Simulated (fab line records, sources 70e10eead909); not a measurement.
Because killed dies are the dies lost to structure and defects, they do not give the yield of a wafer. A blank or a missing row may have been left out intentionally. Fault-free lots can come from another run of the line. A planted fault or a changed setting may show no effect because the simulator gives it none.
fab line records	flow nandHarc
record: lots: 7	wafers: 19	lastDay: 33
route steps=1302 shown A_SLIT@945 A_SIN_REMOVE@947 A_WL_FILL@952 END@1302
lots with no fault: from the same line, run without faults
startH: hours from the record's opening day to when the first of the lot's shown wafers began	waitH: hours from the lot's prior step to this one	" the same as in the row above	L1.1+2: several wafers, shown together as one row	- no value, or no start was given	* or withheld: withheld	< > ~ a bound
route shown NAME@n: a module of which the file shows steps, and the number in the route of the first	usual: mean and standard deviation over wafers with no fault	same: alike in all rows	chamber/n: place in a boat	sites: the reading at each site	_std_site: the values' standard deviation	_edge_site: inner sites' mean taken away from outer sites' mean	radiusMm: for every site, how far away it sits from the centre of the wafer	mask NAME#n: copy n	behind: tool/chamber where the wafer was last shaped	hold: why the lot was held/for how many hours/how that ended	device: transistor that didn't switch, given as n, p or np	end of line: the route-end tests of the same wafers	step lacking rows: just its recipe	killed: not the wafer's yield, but the dies lost to structure and defects at the first sort	map: the dies of a wafer, with x for killed, . for not killed, _ for no die there
set.NAME: the setting as run; set.NAME@STEP: as run at that earlier step	model.NAME: the simulator's own value behind a step, which no gauge read
lots at some steps of the route; a table a step, a row a wafer
services: from which hour (startH, from the record's first day; less than 0 if before it) a tool's chamber was out of use, for how many hours, and why
== steps ==
step: NHARC_A_SLIT_SRD_20
step: NHARC_A_SLIT_CD_MEAS_21
usual: cdNm: 289.6/1
lot.wafer	tool	chamber	startH	waitH	cdNm
L911.3	cdSem-01	-	495.62	-	291.0
L911.4	"	-	"	"	289.8
L911.6	"	-	"	"	291.4
L918.4	cdSem-01	-	565.83	-	290.9
L918.5	"	-	"	"	288.7
L921.3	cdSem-03	-	578.80	-	289.1
L921.4	"	-	"	"	287.1
L921.6	"	-	"	"	288.8
L922.3	cdSem-03	-	585.07	0.1	287.7
L922.4	"	-	"	"	288.6
L926.4	cdSem-01	-	648.58	-	289.0
L926.5	"	-	"	"	290.3
L926.6	"	-	"	"	289.5
L929.3	cdSem-01	-	652.60	-	290.4
L929.4	"	-	"	"	289.5
L929.6	"	-	"	"	289.7
L932.1	cdSem-02	-	684.83	-	290.5
L932.3	"	-	"	"	289.7
L932.4	"	-	"	"	290.3
step: NHARC_A_SIN_REMOVE_WET_00
recipe: tempC: 160	timeS: 15300	chemistry: H3PO4
step: NHARC_A_SIN_REMOVE_PRECLEAN_01
recipe: timeS: *	tempC: 50	bathAgeMin: 0	chemistry: SC1
step: NHARC_A_SIN_REMOVE_SRD_02
step: NHARC_A_SIN_REMOVE_INSPECT_04
usual: rawDefectCount: 401/110
lot.wafer	tool	chamber	startH	waitH	rawDefectCount
L911.3	defectInspect-01	-	502.32	0.0	463
L911.4	"	-	"	"	380
L911.6	"	-	"	"	442
L918.4	defectInspect-01	-	572.57	0.0	275
L918.5	"	-	"	"	272
L921.3	defectInspect-01	-	585.41	0.0	472
L921.4	"	-	"	"	527
L921.6	"	-	"	"	441
L922.3	defectInspect-02	-	591.67	0.0	288
L922.4	"	-	"	"	378
L926.4	defectInspect-02	-	654.99	0.0	331
L926.5	"	-	"	"	311
L926.6	"	-	"	"	334
L929.3	defectInspect-02	-	659.27	0.0	393
L929.4	"	-	"	"	382
L929.6	"	-	"	"	384
L932.1	defectInspect-01	-	691.39	0.0	410
L932.3	"	-	"	"	403
L932.4	"	-	"	"	551
step: NHARC_A_WL_FILL_ALD_00
recipe: targetThkA: 30	pulseTimeS: 3	aldCycles: 30	tempC: 300	material: Al2O3
usual: heaterPowerW: 476/45	precursorPulseHeightRel: 0.999/0.019
lot.wafer	tool	chamber	startH	waitH	heaterPowerW	precursorPulseHeightRel
L911.3	aldHk-04	0	502.41	0.1	516	0.991
L911.4	"	2	"	"	466	1.025
L911.6	"	0	"	"	523	1.017
L918.4	aldHk-01	2	572.63	0.1	527	1.039
L918.5	"	2	"	"	521	0.978
L921.3	aldHk-04	0	585.47	0.1	517	1.000
L921.4	"	3	"	"	437	0.991
L921.6	"	1	"	"	433	0.981
L922.3	aldHk-02	3	591.76	0.1	412	1.003
L922.4	"	0	"	"	550	1.034
L926.4	aldHk-04	3	655.11	0.1	416	0.997
L926.6	"	1	"	"	437	0.987
L926.5	"	2	"	"	486	1.005
L929.4	aldHk-02	1	659.36	0.1	485	0.969
L929.3	"	2	"	"	489	0.998
L929.6	"	1	"	"	494	1.014
L932.3	aldHk-04	2	691.46	0.1	478	0.987
L932.1	"	3	"	"	429	1.025
L932.4	"	1	"	"	430	0.982
step: NHARC_A_WL_FILL_RTA_01
recipe: tempC: 1000	timeS: 5
usual: lampPowerPct: 32.4/2.3	lamp_zone_1_pct: 32.4/2.3	lamp_zone_7_pct: 32.9/2.3	wafer_temp_C_max: 1004.6/2.2
lot.wafer	tool	chamber	startH	waitH	lampPowerPct	lamp_zone_1_pct	lamp_zone_7_pct	wafer_temp_C_max
L911.3	rtpAnneal-02	0	502.71	-	35.0	35.1	35.6	1005.5
L911.4	"	0	"	"	35.0	35.0	35.5	1006.1
L911.6	"	0	"	"	35.0	35.0	35.6	1006.0
L918.4	rtpAnneal-01	0	572.98	-	30.5	30.4	30.9	1003.1
L918.5	"	0	"	"	30.5	30.5	30.9	1003.2
L921.3	rtpAnneal-01	0	585.79	-	30.5	30.5	31.0	1003.1
L921.4	"	0	"	"	30.5	30.5	31.0	1002.1
L921.6	"	0	"	"	30.5	30.5	31.0	1002.1
L922.3	rtpAnneal-02	0	592.06	-	35.1	35.1	35.6	1008.4
L922.4	"	0	"	"	35.1	35.1	35.6	1006.6
L926.4	rtpAnneal-01	0	655.41	-	30.4	30.4	30.9	1002.9
L926.5	"	0	"	"	30.5	30.4	30.9	1002.5
L926.6	"	0	"	"	30.4	30.4	31.0	1003.0
L929.3	rtpAnneal-02	0	659.66	-	35.0	35.1	35.6	1007.2
L929.4	"	0	"	"	35.0	35.1	35.6	1008.3
L929.6	"	0	"	"	35.1	35.0	35.6	1007.8
L932.1	rtpAnneal-01	0	691.73	-	30.4	30.5	31.0	1003.4
L932.3	"	0	"	"	30.5	30.4	31.0	1002.5
L932.4	"	0	"	"	30.5	30.5	31.0	1002.7
step: NHARC_A_WL_FILL_ALD_02
recipe: targetThkA: 20	pulseTimeS: 3	aldCycles: 100	tempC: 450	material: TiN
usual: heaterPowerW: 1060/140	precursorPulseHeightRel: 0.999/0.021
lot.wafer	tool	chamber	startH	waitH	heaterPowerW	precursorPulseHeightRel
L911.3	aldMetal-02	0	502.92	0.2	949	0.982
L911.4	"	0	"	"	951	1.017
L911.6	"	2	"	"	1264	1.017
L918.4	aldMetal-02	2	573.19	0.2	1242	1.003
L918.5	"	1	"	"	1349	1.005
L921.3	aldMetal-02	3	585.95	0.1	1113	1.010
L921.4	"	1	"	"	1361	1.027
L921.6	"	0	"	"	956	1.007
L922.4	aldMetal-02	2	592.22	0.1	1255	0.948
L922.3	"	3	"	"	1097	1.003
L926.4	aldMetal-04	2	655.57	0.1	944	0.995
L926.6	"	1	"	"	1142	1.007
L926.5	"	2	"	"	951	0.996
L929.3	aldMetal-01	2	659.82	0.1	983	0.986
L929.4	"	1	"	"	897	0.977
L929.6	"	3	"	"	1080	1.015
L932.1	aldMetal-04	0	691.98	0.2	1030	0.976
L932.3	"	1	"	"	1174	0.992
L932.4	"	2	"	"	882	1.015
step: NHARC_A_WL_FILL_CVD_03
recipe: targetThkA: 400	tempC: 300	pressureTorr: 40	wf6FlowSccm: 40	h2FlowSccm: 1600	arFlowSccm: 1560	timeS: 279	material: W
usual: heaterPowerW: 429/27	mfcH2Sccm: 1600/4.9	throttleValvePct: 7.72/0.26
lot.wafer	tool	chamber	startH	waitH	heaterPowerW	mfcH2Sccm	throttleValvePct
L911.4	cvdW-01	0	503.56	0.2	394	1603	7.89
L911.3	"	1	"	"	419	1603	8.17
L911.6	"	1	"	"	432	1599	8.14
L918.4	cvdW-02	0	573.70	0.2	448	1605	7.73
L918.5	"	1	"	"	438	1604	7.48
L921.4	cvdW-01	0	586.49	0.2	378	1609	7.98
L921.3	"	1	"	"	437	1591	7.81
L921.6	"	0	"	"	393	1604	7.78
L922.4	cvdW-01	0	592.76	0.2	389	1599	7.81
L922.3	"	1	"	"	447	1598	7.99
L926.4	cvdW-01	0	656.13	0.2	381	1592	7.91
L926.5	"	1	"	"	445	1597	8.12
L926.6	"	0	"	"	388	1597	7.63
L929.3	cvdW-01	0	660.36	0.2	383	1598	7.98
L929.4	"	1	"	"	452	1597	7.82
L929.6	"	0	"	"	389	1604	7.77
L932.1	cvdW-01	0	692.38	0.1	382	1603	7.89
L932.4	"	0	"	"	385	1599	8.16
L932.3	"	1	"	"	435	1600	8.16
step: NHARC_A_WL_FILL_ETCHBACK_04
recipe: targetDepthA: 600	timeS: 120	chemistry: NF3
usual: chamberPressureMTorr: 300.07/0.28	drypumpMotorCurrentA: 5.8/0.31	heBacksideLeakSccm: 3.37/0.27	oesProductAu: 0.999/0.0093
lot.wafer	tool	chamber	startH	waitH	chamberPressureMTorr	drypumpMotorCurrentA	heBacksideLeakSccm	oesProductAu	rfHoursCounterH
L911.3	rieMetal-03	0	503.89	0.2	299.65	5.9	3.52	0.993	-
L911.4	"	1	"	"	300.22	5.9	3.16	1.009	-
L911.6	"	0	"	"	300.64	5.9	3.54	0.989	-
L918.4	rieMetal-01	1	573.99	0.2	300.34	5.5	3.75	1.228	-
L918.5	"	0	"	"	299.77	6.3	3.11	0.997	-
L921.4	rieMetal-01	0	586.83	0.3	299.55	6.3	2.97	1.252	-
L921.3	"	1	"	"	300.21	5.5	3.51	0.988	-
L921.6	"	1	"	"	300.46	5.5	3.61	0.993	-
L922.4	rieMetal-01	0	593.10	0.3	299.69	6.3	3.13	1.233	-
L922.3	"	1	"	"	300.17	5.5	3.51	0.993	-
L926.4	rieMetal-03	1	656.41	0.2	300.56	5.8	3.01	0.990	-
L926.5	"	1	"	"	300.29	5.8	3.03	0.993	-
L926.6	"	0	"	"	300.37	5.9	3.41	1.018	-
L929.4	rieMetal-03	0	660.69	0.2	299.76	5.9	3.45	1.013	-
L929.3	"	1	"	"	300.07	5.8	3.34	0.993	-
L929.6	"	0	"	"	300.03	5.9	3.44	1.009	-
L932.1	rieMetal-01	1	692.75	0.3	300.31	5.5	3.50	1.001	1.8
L932.4	"	1	"	"	300.09	5.5	3.58	1.003	-
L932.3	"	0	"	"	300.00	6.3	3.16	1.001	-
step: NHARC_A_WL_FILL_ETCHBACK_05
recipe: targetDepthA: 220	timeS: 60	tempC: 40	chemistry: Cl2/BCl3
usual: chamberPressureMTorr: 10.001/0.0086	drypumpMotorCurrentA: 5.8/0.31	heBacksideLeakSccm: 3.4/0.45	oesProductAu: 0.999/0.01	tempC: 40.02/0.1
lot.wafer	tool	chamber	startH	waitH	chamberPressureMTorr	drypumpMotorCurrentA	heBacksideLeakSccm	oesProductAu	rfHoursCounterH	tempC
L911.4	rieMetal-03	0	504.09	0.1	10.012	5.9	3.4	0.991	-	39.97
L911.3	"	1	"	"	9.988	5.8	3.0	1.007	-	40.01
L911.6	"	1	"	"	10.008	5.9	3.2	1.015	-	39.94
L918.4	rieMetal-01	1	574.19	0.2	9.992	5.5	3.6	0.984	-	39.83
L918.5	"	1	"	"	10.001	5.5	3.7	1.007	-	39.90
L921.4	rieMetal-01	0	587.02	0.2	10.009	6.3	3.1	0.988	-	39.96
L921.3	"	1	"	"	10.006	5.5	3.5	0.997	-	40.07
L921.6	"	0	"	"	9.998	6.3	3.1	0.997	-	39.89
L922.4	rieMetal-01	1	593.29	0.2	10.006	5.5	3.4	1.008	-	39.85
L922.3	"	0	"	"	9.991	6.3	3.1	0.997	-	39.83
L926.4	rieMetal-03	1	656.62	0.2	10.011	5.9	3.3	0.992	-	40.09
L926.5	"	0	"	"	9.991	5.9	3.5	1.015	-	40.15
L926.6	"	1	"	"	10.007	5.9	3.4	1.001	-	40.28
L929.3	rieMetal-03	0	660.89	0.1	9.992	5.9	3.5	1.015	-	40.00
L929.4	"	1	"	"	10.002	5.8	3.2	1.002	-	39.89
L929.6	"	1	"	"	10.010	5.8	3.1	0.998	-	39.96
L932.1	rieMetal-01	1	692.99	0.2	9.990	5.5	3.2	1.007	1.9	39.88
L932.3	"	1	"	"	10.012	5.5	3.2	0.993	-	39.98
L932.4	"	0	"	"	9.998	6.3	3.2	0.996	-	40.04
step: NHARC_END_SORT_01
recipe: tempC: 25
usual: killedAtArray: 57/18	killedAtOther: 0.8/1	killedAtPeriphery: 3.9/2.8	killedDies: 62/18	killedOpen: 3.4/1.8	killedShort: 2.2/1.6
same: grossDies: 677
lot.wafer	tool	chamber	startH	waitH	killedAtArray	killedAtOther	killedAtPeriphery	killedDies	killedOpen	killedShort
L911.3	prober-01	0	605.00	3.1	58	0	4	62	4	2
L911.4	prober-01	0	605.81	3.4	65	0	5	70	2	1
L911.6	prober-01	0	607.42	4.0	58	0	3	61	2	3
L918.4	prober-02	0	678.39	3.4	48	1	4	53	3	0
L918.5	prober-02	0	679.19	3.7	44	1	2	47	2	2
L922.3	prober-02	0	685.37	3.1	45	0	2	47	3	3
L922.4	prober-02	0	686.16	3.4	44	0	4	48	1	4
L921.3	prober-01	0	686.32	3.1	45	0	4	49	3	1
L921.4	prober-01	0	687.13	3.4	47	0	4	51	6	1
L921.6	prober-01	0	688.76	4.1	45	1	6	52	8	4
L926.4	prober-02	0	751.25	3.3	38	0	6	44	4	3
L926.5	prober-02	0	752.04	3.6	36	0	7	43	3	2
L926.6	prober-02	0	752.82	3.9	41	4	8	53	4	1
L929.3	prober-02	0	777.31	3.1	45	4	3	52	2	2
L929.4	prober-02	0	778.12	3.5	59	2	6	67	7	7
L929.6	prober-02	0	779.76	4.1	51	0	6	57	4	4
L932.1	prober-02	0	794.12	2.5	77	4	3	84	5	2
L932.3	prober-02	0	795.70	3.1	79	1	4	84	3	2
L932.4	prober-02	0	796.49	3.4	89	1	3	93	2	1
killed by level:class
L911.3 A_CHANNEL_HOLE_D2:chamberFilmFlake=30 A_SLIT:chamberFilmFlake=18 A_STAIRCASE:chamberFilmFlake=3 P_GATE:geometricParticle:open=2 A_CHANNEL_HOLE_D1:chamberFilmFlake=2 P_M0:geometricParticle:open=1 A_CHANNEL_FILL_D1:geometricParticle:short=1 A_M0:geometricParticle:short=1
L911.4 A_CHANNEL_HOLE_D2:chamberFilmFlake=30 A_SLIT:chamberFilmFlake=25 A_M1:chamberFilmFlake=3 A_CHANNEL_HOLE_D2:geometricParticle:open=2 P_ZERO_WELL:chamberFilmFlake=2 P_STI:chamberFilmFlake=2 A_DECK1_JOINT:chamberFilmFlake=2 A_ONON_D2:geometricParticle:short=1
L911.6 A_CHANNEL_HOLE_D2:chamberFilmFlake=29 A_SLIT:chamberFilmFlake=17 P_GATE:chamberFilmFlake=2 A_CHANNEL_HOLE_D1:chamberFilmFlake=2 A_DECK1_JOINT:chamberFilmFlake=2 A_STAIRCASE:chamberFilmFlake=2 A_SOURCE_PLATE:geometricParticle:open=1 A_CHANNEL_FILL_D1:geometricParticle:short=1
L918.4 A_SLIT:chamberFilmFlake=35 A_BLC:chamberFilmFlake=4 A_CHANNEL_HOLE_D1:chamberFilmFlake=3 A_CHANNEL_HOLE_D2:chamberFilmFlake=3 P_M2:chamberFilmFlake=2 P_CONTACT:geometricParticle:open=1 A_CHANNEL_HOLE_D1:geometricParticle:open=1 A_M1:geometricParticle:open=1
L918.5 A_SLIT:chamberFilmFlake=30 A_CHANNEL_HOLE_D1:chamberFilmFlake=4 A_CHANNEL_HOLE_D2:chamberFilmFlake=3 A_BLC:chamberFilmFlake=3 A_CHANNEL_FILL_D2:geometricParticle:short=1 A_SGD_CUT:geometricParticle:short=1 A_M0:geometricParticle:open=1 STARTING-WAFER:geometricParticle:open=1
L922.3 A_SLIT:chamberFilmFlake=25 A_CHANNEL_HOLE_D1:chamberFilmFlake=9 A_STAIRCASE:chamberFilmFlake=4 A_WL_FILL:chamberFilmFlake=2 P_CONTACT:geometricParticle:short=1 P_M1:geometricParticle:open=1 A_DECK1_JOINT:geometricParticle:open=1 A_CHANNEL_FILL_D2:geometricParticle:open=1
L922.4 A_SLIT:chamberFilmFlake=32 A_CHANNEL_HOLE_D1:chamberFilmFlake=6 P_M0:geometricParticle:short=2 P_M2:chamberFilmFlake=2 A_DECK1_JOINT:geometricParticle:short=1 A_ONON_D2:geometricParticle:short=1 A_BLC:geometricParticle:open=1 A_DECK1_JOINT:chamberFilmFlake=1
L921.3 A_CHANNEL_HOLE_D1:chamberFilmFlake=34 A_CONTACT:chamberFilmFlake=8 P_STI:geometricParticle:short=1 P_GATE:geometricParticle:open=1 P_CONTACT:geometricParticle:open=1 A_CHANNEL_FILL_D2:geometricParticle:open=1 P_GATE:chamberFilmFlake=1 A_SLIT:chamberFilmFlake=1
L921.4 A_CHANNEL_HOLE_D1:chamberFilmFlake=32 A_STAIRCASE:chamberFilmFlake=3 A_CONTACT:chamberFilmFlake=3 A_ONON_D1:geometricParticle:open=2 A_SLIT:chamberFilmFlake=2 A_WL_FILL:chamberFilmFlake=2 P_STI:geometricParticle:short=1 P_M0:geometricParticle:open=1
L921.6 A_CHANNEL_HOLE_D1:chamberFilmFlake=27 A_CONTACT:chamberFilmFlake=4 P_GATE:chamberFilmFlake=3 A_CHANNEL_FILL_D1:geometricParticle:open=2 A_DECK1_JOINT:geometricParticle:short=2 A_BLC:geometricParticle:open=2 A_M0:geometricParticle:open=2 P_STI:chamberFilmFlake=2
L926.4 A_CHANNEL_HOLE_D1:chamberFilmFlake=16 A_CONTACT:chamberFilmFlake=4 A_STAIRCASE:chamberFilmFlake=3 A_SLIT:chamberFilmFlake=3 A_M1:chamberFilmFlake=3 P_STI:chamberFilmFlake=2 P_M1:chamberFilmFlake=2 A_DECK1_JOINT:chamberFilmFlake=2
L926.5 A_CHANNEL_HOLE_D1:chamberFilmFlake=11 A_CONTACT:chamberFilmFlake=6 P_M1:chamberFilmFlake=5 A_STAIRCASE:chamberFilmFlake=4 A_SLIT:chamberFilmFlake=4 A_WL_FILL:geometricParticle:open=2 A_CHANNEL_FILL_D1:chamberFilmFlake=2 A_SGD_CUT:chamberFilmFlake=2
L926.6 A_CHANNEL_HOLE_D1:chamberFilmFlake=11 A_SLIT:chamberFilmFlake=7 A_CONTACT:chamberFilmFlake=7 P_GATE:chamberFilmFlake=5 THIN_TSV:chamberFilmFlake=4 A_STAIRCASE:chamberFilmFlake=3 A_WL_FILL:geometricParticle:open=2 P_STI:chamberFilmFlake=2
L929.3 A_SLIT:chamberFilmFlake=21 A_CHANNEL_HOLE_D1:chamberFilmFlake=13 A_STAIRCASE:chamberFilmFlake=4 THIN_TSV:chamberFilmFlake=4 P_GATE:chamberFilmFlake=2 A_CHANNEL_FILL_D2:chamberFilmFlake=2 A_SOURCE_PLATE:geometricParticle:short=1 A_CHANNEL_HOLE_D1:geometricParticle:short=1
L929.4 A_SLIT:chamberFilmFlake=30 A_CHANNEL_HOLE_D1:chamberFilmFlake=10 A_CHANNEL_FILL_D2:chamberFilmFlake=5 A_CHANNEL_FILL_D2:geometricParticle:open=2 A_WL_FILL:geometricParticle:short=2 P_GATE:chamberFilmFlake=2 THIN_TSV:chamberFilmFlake=2 P_GATE:geometricParticle:open=1
L929.6 A_SLIT:chamberFilmFlake=25 A_CHANNEL_HOLE_D1:chamberFilmFlake=7 A_STAIRCASE:chamberFilmFlake=4 P_GATE:chamberFilmFlake=3 A_CHANNEL_FILL_D2:chamberFilmFlake=3 P_CONTACT:geometricParticle:open=2 A_M0:geometricParticle:open=2 A_CHANNEL_HOLE_D2:chamberFilmFlake=2
L932.1 A_SLIT:chamberFilmFlake=24 A_CHANNEL_HOLE_D2:chamberFilmFlake=19 A_CHANNEL_HOLE_D1:chamberFilmFlake=9 A_CONTACT:chamberFilmFlake=7 A_CHANNEL_FILL_D2:chamberFilmFlake=4 THIN_TSV:chamberFilmFlake=4 A_CHANNEL_FILL_D1:chamberFilmFlake=3 A_STAIRCASE:chamberFilmFlake=3
L932.3 A_CHANNEL_HOLE_D2:chamberFilmFlake=32 A_SLIT:chamberFilmFlake=17 A_CHANNEL_HOLE_D1:chamberFilmFlake=12 A_CONTACT:chamberFilmFlake=7 A_STAIRCASE:chamberFilmFlake=3 P_ZERO_WELL:chamberFilmFlake=2 P_CONTACT:geometricParticle:open=1 A_CHANNEL_FILL_D1:geometricParticle:open=1
L932.4 A_SLIT:chamberFilmFlake=36 A_CHANNEL_HOLE_D2:chamberFilmFlake=23 A_CHANNEL_HOLE_D1:chamberFilmFlake=9 A_CONTACT:chamberFilmFlake=5 A_CHANNEL_FILL_D2:chamberFilmFlake=4 A_CHANNEL_FILL_D1:chamberFilmFlake=3 A_STAIRCASE:chamberFilmFlake=3 A_ZERO_WELL:chamberFilmFlake=2
== services ==
tool	chamber	startH	hours	kind
aldMetal-02	1	496.44	43.4	repair
aldMetal-02	0	517.17	26.1	repair
rieMetal-03	-	519.00	9.0	pm
aldHk-02	-	526.00	10.0	pm
aldMetal-01	-	526.00	10.0	pm
cvdW-02	0	538.40	3.2	repair
cvdW-01	-	547.00	13.0	pm
rieMetal-01	-	575.00	9.0	pm
aldMetal-02	-	589.05	0.7	repair
aldMetal-04	-	599.45	0.2	repair
aldMetal-02	-	610.00	10.0	pm
aldHk-04	-	610.87	10.0	pm
rieMetal-03	-	611.31	0.8	repair
aldHk-02	-	611.73	1.0	repair
rieMetal-03	0	615.24	12.4	repair
aldMetal-04	3	617.09	23.0	repair
aldMetal-04	1	624.48	24.3	repair
aldMetal-04	0	626.78	2.9	repair
aldHk-01	-	628.23	1.6	repair
cvdW-02	-	631.18	13.0	pm
aldMetal-04	0	632.13	18.9	repair
rieMetal-03	0	639.72	4.7	repair
aldMetal-04	-	656.31	10.0	pm
rieMetal-01	-	667.41	0.3	repair
== key ==
firstSign: step: NHARC_A_WL_FILL_ETCHBACK_04	reading: oesProductAu	direction: up	sigmas: 26	usual: 0.999	struck: 1.238
effect none on later readings
metAt NHARC_A_WL_FILL_ETCHBACK_04
struckWafers L918.4,L921.4,L922.4
testerLeftOut L918,L921,L922
fault: kind: processParameterDrift	tool: rieMetal-01	chamber: -	onsetH: 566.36	steps: NHARC_A_WL_FILL_ETCHBACK_04	channel: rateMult	offset: 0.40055	shape: step	endH: 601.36	scope: struckWafersOnly
testerLeftOut: of these lots the tester's yield and bins aren't shown, on N5 and GAA mostly nor the transistor test; their killed dies are dies lost to structure and defects alone, not to doping, threshold or leakage, so they don't give the yield
